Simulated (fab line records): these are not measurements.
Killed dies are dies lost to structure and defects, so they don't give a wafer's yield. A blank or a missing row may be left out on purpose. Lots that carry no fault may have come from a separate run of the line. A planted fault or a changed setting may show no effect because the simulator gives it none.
fab line records -- flow nand_harc
[record] lots = 12, wafers = 36, last_day = 34
route steps=1302 shown P_GATE@209 P_M0@261 END@1302
lots untouched by any fault: they come from a run of this same line in which no faults occurred
start_h: start of the lot's first displayed wafer, in hours after the record's first day -- wait_h: hours from the lot's prior step to this one -- " the same as in the row above -- L1.1+2: a single row standing in for several wafers -- - either no value or no given start -- * or withheld: withheld -- < > ~ a bound
route shown NAME@n: a module of which the file shows steps, and the number in the route of the first -- usual: mean/standard deviation of fault-free wafers -- same: alike in all rows -- chamber/n: place in a boat -- sites: readings site by site -- _std_site: the standard deviation of these -- _edge_site: the outer-site mean with the inner-site mean subtracted -- radius_mm: how far each site lies from the wafer's centre -- mask NAME#n: copy n -- behind: the tool/chamber that last shaped the wafer -- hold: reason for holding the lot/hours on hold/outcome of the hold -- device: which transistor (n, p or np) failed to switch -- end of line: the tests these same wafers got at the end of their route -- where a step has no rows: the recipe by itself -- killed: count of dies lost to structure and defects at first sort (not the wafer's yield) -- map: a wafer's dies, x killed, . not, _ none there
set.NAME: the setting as run; set.NAME@STEP: as run at that earlier step -- model.NAME: the simulator's own value behind a step, which no gauge read
steps of the route over a sample of lots; a table a step, a row a wafer
services: the hour from which a tool's chamber was out of use, counted from the record's first day as start_h (under 0 if before that day), plus the number of hours and why
[[steps]]
[step NHARC_P_GATE_DEGAS_109]
[recipe] temp_c = 300, time_s = 60
[usual] heater_power_w = 455/29
lot.wafer,tool,chamber,start_h,wait_h,heater_power_w
L736.4,pvd_sputter-03,-,114.41,0.1,423
L736.6,pvd_sputter-03,-,114.41,0.1,455
L736.5,pvd_sputter-03,-,114.41,0.1,422
L738.4,pvd_sputter-03,-,130.86,0.1,458
L738.2,pvd_sputter-03,-,130.86,0.1,454
L738.5,pvd_sputter-03,-,130.86,0.1,482
L737.2,pvd_sputter-01,-,131.20,0.1,438
L737.3,pvd_sputter-01,-,131.20,0.1,455
L737.5,pvd_sputter-01,-,131.20,0.1,438
L742.3,pvd_sputter-03,-,171.91,0.1,461
L742.1,pvd_sputter-03,-,171.91,0.1,460
L742.5,pvd_sputter-03,-,171.91,0.1,465
L743.1,pvd_sputter-02,-,190.04,0.1,477
L743.3,pvd_sputter-02,-,190.04,0.1,537
L743.4,pvd_sputter-02,-,190.04,0.1,443
L746.2,pvd_sputter-03,-,213.45,0.1,428
L746.6,pvd_sputter-03,-,213.45,0.1,422
L746.5,pvd_sputter-03,-,213.45,0.1,455
L747.1,pvd_sputter-01,-,222.25,0.1,457
L747.3,pvd_sputter-01,-,222.25,0.1,443
L747.2,pvd_sputter-01,-,222.25,0.1,452
L749.2,pvd_sputter-02,-,245.53,0.1,488
L749.6,pvd_sputter-02,-,245.53,0.1,446
L749.5,pvd_sputter-02,-,245.53,0.1,478
L751.2,pvd_sputter-03,-,264.09,0.1,455
L751.4,pvd_sputter-03,-,264.09,0.1,412
L751.5,pvd_sputter-03,-,264.09,0.1,423
L754.4,pvd_sputter-01,-,291.36,0.1,456
L754.2,pvd_sputter-01,-,291.36,0.1,434
L754.6,pvd_sputter-01,-,291.36,0.1,445
L758.2,pvd_sputter-03,-,341.08,0.1,466
L758.3,pvd_sputter-03,-,341.08,0.1,484
L758.1,pvd_sputter-03,-,341.08,0.1,435
L759.4,pvd_sputter-02,-,347.64,0.1,441
L759.2,pvd_sputter-02,-,347.64,0.1,450
L759.6,pvd_sputter-02,-,347.64,0.1,442
[step NHARC_P_GATE_RTA_82]
[recipe] temp_c = 450, time_s = 30
[usual] lamp_power_pct = 4.03/0.17, lamp_zone_1_pct = 4.03/0.17, lamp_zone_2_pct = 4.03/0.17, wafer_temp_C_max = 453.2/0.76
lot.wafer,tool,chamber,start_h,wait_h,lamp_power_pct,lamp_zone_1_pct,lamp_zone_2_pct,wafer_temp_C_max
L736.4,rtp_anneal-02,0,115.43,-,3.91,3.91,3.91,452.4
L736.5,rtp_anneal-02,0,115.43,-,3.91,3.91,3.92,452.1
L736.6,rtp_anneal-02,0,115.43,-,3.91,3.91,3.91,452.9
L738.2,rtp_anneal-02,0,131.64,-,3.91,3.91,3.91,454.0
L738.4,rtp_anneal-02,0,131.64,-,3.91,3.91,3.92,452.2
L738.5,rtp_anneal-02,0,131.64,-,3.92,3.91,3.91,452.9
L737.2,rtp_anneal-02,0,131.98,-,3.92,3.91,3.91,452.4
L737.3,rtp_anneal-02,0,131.98,-,3.91,3.91,3.91,453.4
L737.5,rtp_anneal-02,0,131.98,-,3.91,3.91,3.92,452.5
L742.1,rtp_anneal-02,0,172.67,-,3.91,3.91,3.91,452.2
L742.3,rtp_anneal-02,0,172.67,-,3.91,3.91,3.91,454.3
L742.5,rtp_anneal-02,0,172.67,-,3.91,3.91,3.92,453.3
L743.1,rtp_anneal-02,0,190.80,-,3.91,3.91,3.91,453.0
L743.3,rtp_anneal-02,0,190.80,-,3.91,3.91,3.91,454.8
L743.4,rtp_anneal-02,0,190.80,-,3.91,3.91,3.91,452.8
L746.2,rtp_anneal-01,0,214.23,-,4.27,4.27,4.27,453.2
L746.5,rtp_anneal-01,0,214.23,-,4.27,4.27,4.27,453.4
L746.6,rtp_anneal-01,0,214.23,-,4.27,4.27,4.26,454.5
L747.1,rtp_anneal-01,0,223.01,-,4.27,4.27,4.27,454.0
L747.2,rtp_anneal-01,0,223.01,-,4.28,4.27,4.27,453.0
L747.3,rtp_anneal-01,0,223.01,-,4.27,4.27,4.27,453.9
L749.2,rtp_anneal-02,0,246.31,-,3.91,3.91,3.91,454.1
L749.5,rtp_anneal-02,0,246.31,-,3.91,3.90,3.92,452.8
L749.6,rtp_anneal-02,0,246.31,-,3.92,3.91,3.91,453.7
L751.2,rtp_anneal-02,0,264.87,-,3.92,3.91,3.92,453.1
L751.4,rtp_anneal-02,0,264.87,-,3.91,3.91,3.92,453.1
L751.5,rtp_anneal-02,0,264.87,-,3.91,3.91,3.91,452.4
L754.2,rtp_anneal-01,0,292.14,-,4.27,4.27,4.27,454.3
L754.4,rtp_anneal-01,0,292.14,-,4.27,4.27,4.27,454.5
L754.6,rtp_anneal-01,0,292.14,-,4.27,4.27,4.28,453.1
L758.1,rtp_anneal-02,0,341.83,-,3.91,3.91,3.91,453.0
L758.2,rtp_anneal-02,0,341.83,-,3.91,3.91,3.92,452.2
L758.3,rtp_anneal-02,0,341.83,-,3.91,3.92,3.91,453.0
L759.2,rtp_anneal-02,0,348.42,-,3.91,3.92,3.92,453.6
L759.4,rtp_anneal-02,0,348.42,-,3.91,3.91,3.92,452.7
L759.6,rtp_anneal-02,0,348.42,-,3.92,3.91,3.92,453.4
[step NHARC_P_M0_PEB_07]
[recipe] peb_temp_c = 100, peb_time_s = 65
[usual] heater_power_total_W = 156.6/0.42, plate_temp_C = 100.01/0.12
lot.wafer,tool,chamber,start_h,wait_h,heater_power_total_W,plate_temp_C
L736.4,litho_track-04,0,121.15,0.0,156.1,100.11
L736.5,litho_track-04,0,121.15,0.0,156.8,100.21
L736.6,litho_track-04,0,121.15,0.0,156.2,100.10
L738.2,litho_track-06,0,137.38,0.1,156.6,99.89
L738.4,litho_track-06,0,137.38,0.1,157.1,99.93
L738.5,litho_track-06,0,137.38,0.1,155.9,99.81
L737.2,litho_track-01,0,138.01,0.1,156.7,100.08
L737.3,litho_track-01,0,138.01,0.1,157.1,99.96
L737.5,litho_track-01,0,138.01,0.1,156.8,99.96
L742.1,litho_track-01,0,178.58,0.1,156.7,100.12
L742.3,litho_track-01,0,178.58,0.1,156.8,100.06
L742.5,litho_track-01,0,178.58,0.1,156.9,100.18
L743.1,litho_track-06,0,197.65,0.1,156.3,100.24
L743.3,litho_track-06,0,197.65,0.1,156.6,100.11
L743.4,litho_track-06,0,197.65,0.1,156.5,100.28
L746.2,litho_track-01,0,220.10,0.1,157.0,99.93
L746.5,litho_track-01,0,220.10,0.1,157.1,99.84
L746.6,litho_track-01,0,220.10,0.1,156.2,99.93
L747.1,litho_track-01,0,228.84,0.1,156.6,100.06
L747.2,litho_track-01,0,228.84,0.1,155.9,100.05
L747.3,litho_track-01,0,228.84,0.1,156.0,100.20
L749.2,litho_track-04,0,252.10,0.1,157.1,99.98
L749.5,litho_track-04,0,252.10,0.1,156.6,99.82
L749.6,litho_track-04,0,252.10,0.1,156.4,100.10
L751.2,litho_track-01,0,270.73,0.1,153.6,98.46
L751.4,litho_track-01,0,270.73,0.1,153.4,98.52
L751.5,litho_track-01,0,270.73,0.1,152.8,98.48
L754.2,litho_track-01,0,298.00,0.1,153.2,98.45
L754.4,litho_track-01,0,298.00,0.1,153.8,98.38
L754.6,litho_track-01,0,298.00,0.1,153.8,98.54
L758.1,litho_track-01,0,348.47,0.1,156.0,99.96
L758.2,litho_track-01,0,348.47,0.1,157.2,99.62
L758.3,litho_track-01,0,348.47,0.1,157.0,99.89
L759.2,litho_track-01,0,354.55,0.1,156.2,99.80
L759.4,litho_track-01,0,354.55,0.1,157.1,99.79
L759.6,litho_track-01,0,354.55,0.1,155.9,99.81
[step NHARC_P_M0_CD_MEAS_09]
[recipe] target_cd_nm = 90, landing_energy_ev = 500
[usual] cd_nm = 89.9/0.48
lot.wafer,tool,chamber,start_h,wait_h,cd_nm
L736.4,cd_sem-02,0,121.23,-,89.5
L736.5,cd_sem-02,0,121.23,-,89.9
L736.6,cd_sem-02,0,121.23,-,89.5
L738.2,cd_sem-02,0,137.46,-,89.6
L738.4,cd_sem-02,0,137.46,-,89.7
L738.5,cd_sem-02,0,137.46,-,89.7
L737.2,cd_sem-02,0,138.09,-,90.2
L737.3,cd_sem-02,0,138.09,-,90.0
L737.5,cd_sem-02,0,138.09,-,89.5
L742.1,cd_sem-03,0,178.66,-,90.1
L742.3,cd_sem-03,0,178.66,-,89.7
L742.5,cd_sem-03,0,178.66,-,90.0
L743.1,cd_sem-03,0,197.73,-,90.4
L743.3,cd_sem-03,0,197.73,-,90.9
L743.4,cd_sem-03,0,197.73,-,90.8
L746.2,cd_sem-03,0,220.18,-,90.2
L746.5,cd_sem-03,0,220.18,-,89.5
L746.6,cd_sem-03,0,220.18,-,89.8
L747.1,cd_sem-02,0,228.92,-,89.9
L747.2,cd_sem-02,0,228.92,-,89.7
L747.3,cd_sem-02,0,228.92,-,90.1
L749.2,cd_sem-02,0,252.18,-,89.6
L749.5,cd_sem-02,0,252.18,-,89.6
L749.6,cd_sem-02,0,252.18,-,89.6
L751.2,cd_sem-02,0,270.81,-,83.5
L751.4,cd_sem-02,0,270.81,-,83.4
L751.5,cd_sem-02,0,270.81,-,83.2
L754.2,cd_sem-02,0,298.08,-,85.3
L754.4,cd_sem-02,0,298.08,-,85.0
L754.6,cd_sem-02,0,298.08,-,85.2
L758.1,cd_sem-03,0,348.54,-,89.9
L758.2,cd_sem-03,0,348.54,-,89.9
L758.3,cd_sem-03,0,348.54,-,90.4
L759.2,cd_sem-03,0,354.63,-,90.4
L759.4,cd_sem-03,0,354.63,-,90.1
L759.6,cd_sem-03,0,354.63,-,89.8
[step NHARC_P_M0_OVL_MEAS_10]
[recipe] pitch_nm = 180
[usual] overlay_x_nm = -0.1/0.79, overlay_y_nm = -0.2/0.85
lot.wafer,tool,chamber,start_h,wait_h,overlay_x_nm,overlay_y_nm
L736.4,overlay-01,-,121.32,-,-1.1,0.6
L736.5,overlay-01,-,121.32,-,-0.3,0.3
L736.6,overlay-01,-,121.32,-,-0.7,0.3
L738.2,overlay-01,-,137.54,-,-0.4,-0.4
L738.4,overlay-01,-,137.54,-,-0.5,0.4
L738.5,overlay-01,-,137.54,-,-0.6,0.1
L737.2,overlay-02,-,138.17,-,-0.8,1.7
L737.3,overlay-02,-,138.17,-,-0.2,0.9
L737.5,overlay-02,-,138.17,-,-0.2,1.0
L742.1,overlay-01,-,178.75,-,-1.3,-1.0
L742.3,overlay-01,-,178.75,-,-1.1,-1.9
L742.5,overlay-01,-,178.75,-,-0.8,-1.6
L743.1,overlay-01,-,197.82,-,-1.0,0.6
L743.3,overlay-01,-,197.82,-,-0.7,0.3
L743.4,overlay-01,-,197.82,-,-0.4,0.3
L746.2,overlay-01,-,220.27,-,0.5,1.0
L746.5,overlay-01,-,220.27,-,0.5,0.9
L746.6,overlay-01,-,220.27,-,0.9,1.2
L747.1,overlay-01,-,229.01,-,-0.5,-1.0
L747.2,overlay-01,-,229.01,-,-0.8,-0.8
L747.3,overlay-01,-,229.01,-,-1.0,-1.1
L749.2,overlay-02,-,252.27,-,0.5,-0.4
L749.5,overlay-02,-,252.27,-,-0.2,-0.4
L749.6,overlay-02,-,252.27,-,-0.4,-0.3
L751.2,overlay-02,-,270.89,-,0.5,-1.4
L751.4,overlay-02,-,270.89,-,0.8,-1.0
L751.5,overlay-02,-,270.89,-,0.4,-1.6
L754.2,overlay-01,-,298.17,-,0.7,-0.1
L754.4,overlay-01,-,298.17,-,0.7,-0.3
L754.6,overlay-01,-,298.17,-,0.9,-0.5
L758.1,overlay-02,-,348.63,-,-0.3,1.0
L758.2,overlay-02,-,348.63,-,-0.8,0.8
L758.3,overlay-02,-,348.63,-,-0.5,0.5
L759.2,overlay-01,-,354.71,-,1.6,-0.5
L759.4,overlay-01,-,354.71,-,2.1,-0.5
L759.6,overlay-01,-,354.71,-,1.8,-1.0
[step NHARC_END_SORT_01]
[recipe] temp_c = 25
[usual] defect_limited_yield = 91.7/2.8, killed_at_array = 52/19, killed_at_other = 0.8/1, killed_at_periphery = 3.7/2.5, killed_dies = 56/19, killed_open = 3.5/2, killed_short = 2.2/1.4, sort_bin_2_pct = 2.9/1.2, sort_bin_3_pct = 0.6/0.36, sort_bin_4_pct = 4.8/1.6, sort_n_pass = 621/19, sort_rim_yield_pct = 92/3.9, sort_yield_pct = 91.7/2.8
[same] gross_dies = 677, sort_bin_5_pct[%] = 0, sort_bin_6_pct[%] = 0, sort_bin_7_pct[%] = 0, sort_bin_8_pct[%] = 0, sort_rim_n_gross = 106.00
lot.wafer,tool,chamber,start_h,wait_h,defect_limited_yield[%],killed_at_array,killed_at_other,killed_at_periphery,killed_dies,killed_open,killed_short,sort_bin_2_pct[%],sort_bin_3_pct[%],sort_bin_4_pct[%],sort_n_pass,sort_rim_yield_pct[%],sort_yield_pct[%]
L747.2,prober-02,0,665.48,2.8,94.5,36,0,1,37,3,0,1.6,0.3,3.5,640,99,94.5
L747.3,prober-02,0,666.29,3.1,91.3,54,1,4,59,5,2,3.4,0.7,4.6,618,92,91.3
L746.2,prober-01,0,665.45,2.8,90.5,62,0,2,64,3,1,3.0,0.6,5.9,613,90,90.5
L746.5,prober-01,0,667.84,3.7,90.5,61,0,3,64,5,1,2.8,0.7,5.9,613,88,90.5
L746.6,prober-01,0,668.63,4.0,88.5,70,0,8,78,7,4,4.9,0.7,5.9,599,92,88.5
L749.2,prober-01,0,692.42,2.8,95.4,22,0,9,31,2,2,1.5,0.4,2.7,646,95,95.4
L749.5,prober-01,0,694.80,3.7,96.3,20,0,5,25,2,2,0.9,0.3,2.5,652,95,96.3
L749.6,prober-01,0,695.59,4.0,94.7,27,0,9,36,2,3,1.5,0.3,3.5,641,95,94.7
L754.2,prober-01,0,748.83,2.8,88.3,74,2,3,79,7,5,5.2,1.3,5.2,598,88,88.3
L754.4,prober-01,0,750.43,3.4,89.7,68,0,2,70,5,2,3.5,0.6,6.2,607,91,89.7
// killed by level:class
L746.2 A_CHANNEL_HOLE_D1:chamber_film_flake=32 A_CHANNEL_HOLE_D2:chamber_film_flake=18 A_CONTACT:chamber_film_flake=3 A_DECK1_JOINT:geometric_particle:open=2 A_STAIRCASE:chamber_film_flake=2 A_SLIT:chamber_film_flake=2 A_SOURCE_PLATE:geometric_particle:short=1 A_ONON_D2:geometric_particle:open=1
L747.2 A_SLIT:chamber_film_flake=25 A_CHANNEL_HOLE_D1:chamber_film_flake=3 A_STAIRCASE:chamber_film_flake=3 A_CONTACT:chamber_film_flake=2 A_DECK1_JOINT:geometric_particle:open=1 A_ONON_D2:geometric_particle:open=1 A_CHANNEL_FILL_D2:geometric_particle:open=1 P_GATE:chamber_film_flake=1
L747.3 A_SLIT:chamber_film_flake=23 A_CONTACT:chamber_film_flake=10 A_STAIRCASE:chamber_film_flake=7 P_ZERO_WELL:chamber_film_flake=2 A_CHANNEL_HOLE_D1:chamber_film_flake=2 A_CHANNEL_HOLE_D2:chamber_film_flake=2 A_SGD_CUT:chamber_film_flake=2 P_GATE:geometric_particle:open=1
L746.5 A_CHANNEL_HOLE_D1:chamber_film_flake=30 A_CHANNEL_HOLE_D2:chamber_film_flake=14 A_CHANNEL_FILL_D1:chamber_film_flake=3 A_CHANNEL_FILL_D2:chamber_film_flake=3 A_STAIRCASE:chamber_film_flake=3 A_CHANNEL_FILL_D2:geometric_particle:open=2 A_CONTACT:chamber_film_flake=2 P_GATE:geometric_particle:open=1
L746.6 A_CHANNEL_HOLE_D1:chamber_film_flake=32 A_CHANNEL_HOLE_D2:chamber_film_flake=20 P_M2:chamber_film_flake=5 A_CHANNEL_HOLE_D1:geometric_particle:open=2 A_DECK1_JOINT:geometric_particle:short=2 A_ONON_D1:geometric_particle:short=1 A_CHANNEL_FILL_D1:geometric_particle:open=1 A_CHANNEL_FILL_D1:geometric_particle:short=1
L749.2 A_CHANNEL_HOLE_D1:chamber_film_flake=10 P_M1:chamber_film_flake=3 P_BONDPAD:chamber_film_flake=3 A_WL_FILL:chamber_film_flake=3 A_BONDPAD:chamber_film_flake=3 P_CONTACT:geometric_particle:short=2 A_DECK1_JOINT:chamber_film_flake=2 A_WL_FILL:geometric_particle:open=1
L749.5 A_CHANNEL_HOLE_D1:chamber_film_flake=10 P_M1:chamber_film_flake=3 P_BONDPAD:chamber_film_flake=2 A_STAIRCASE:chamber_film_flake=2 A_BONDPAD:chamber_film_flake=2 A_ONON_D2:geometric_particle:short=1 A_CHANNEL_FILL_D2:geometric_particle:open=1 A_WL_FILL:geometric_particle:short=1
L749.6 A_CHANNEL_HOLE_D1:chamber_film_flake=13 P_BONDPAD:chamber_film_flake=6 A_SLIT:chamber_film_flake=3 P_ZERO_WELL:chamber_film_flake=2 A_DECK1_JOINT:chamber_film_flake=2 A_STAIRCASE:chamber_film_flake=2 A_WL_FILL:chamber_film_flake=2 P_GATE:geometric_particle:short=1
L754.2 A_SLIT:chamber_film_flake=32 A_CHANNEL_HOLE_D1:chamber_film_flake=26 P_M0:geometric_particle:open=3 A_CHANNEL_HOLE_D1:geometric_particle:short=2 A_M0:geometric_particle:open=2 A_M0:chamber_film_flake=2 THIN_TSV:chamber_film_flake=2 A_CHANNEL_FILL_D1:geometric_particle:open=1
L754.4 A_SLIT:chamber_film_flake=40 A_CHANNEL_HOLE_D1:chamber_film_flake=12 A_CHANNEL_HOLE_D2:chamber_film_flake=3 A_DECK1_JOINT:chamber_film_flake=2 A_M0:chamber_film_flake=2 P_CONTACT:geometric_particle:open=1 A_CHANNEL_HOLE_D1:geometric_particle:short=1 A_ONON_D2:geometric_particle:open=1
[[services]]
tool,chamber,start_h,hours,kind
pvd_sputter-02,-,102.71,2.3,repair
litho_track-06,-,143.19,-,consumable_replace:filter
litho_track-01,-,155.00,7.0,pm
pvd_sputter-01,-,159.21,14.6,repair
pvd_sputter-03,-,159.56,3.2,repair
pvd_sputter-03,-,176.46,10.0,pm
pvd_sputter-01,-,178.68,1.8,repair
litho_track-06,-,179.00,7.0,pm
litho_track-04,-,203.00,7.0,pm
pvd_sputter-01,-,226.00,10.0,pm
pvd_sputter-03,-,264.44,3.5,repair
pvd_sputter-02,-,282.96,10.0,pm
pvd_sputter-03,-,304.58,1.9,repair
litho_track-01,-,330.00,7.0,pm
litho_track-06,-,354.00,7.0,pm
pvd_sputter-03,-,354.46,10.0,pm
[[key]]
[first_sign] step = NHARC_P_M0_PEB_07, reading = plate_temp_C, direction = down, sigmas = 12, usual = *, struck = *
[effect] step = NHARC_P_M0_PEB_07, reading = heater_power_total_W, direction = down, sigmas = 7.5, usual = *, struck = *
[effect] step = NHARC_P_M0_CD_MEAS_09, reading = cd_nm, direction = down, sigmas = 12, usual = 89.9, struck = 84.3, through = control_loop
met_at NHARC_P_M0_PEB_07
struck_lots L751,L754
[loop_trim] step = NHARC_P_M0_EXPOSE_06, setting = dose, lots = L754
not_acting_at NHARC_P_GATE_DEGAS_109,NHARC_P_GATE_RTA_82,NHARC_P_M0_OVL_MEAS_10
onset_between 228.84 270.73
[fault] kind = process_parameter_drift, tool = litho_track-01, chamber = -, onset_h = 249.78, steps = NHARC_P_M0_PEB_07, channel = peb_temp_c, offset = *, shape = step, end_h = 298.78, acts_in = *, stated = *
// loop_trim: a control loop set the setting to another value than it would have without faults
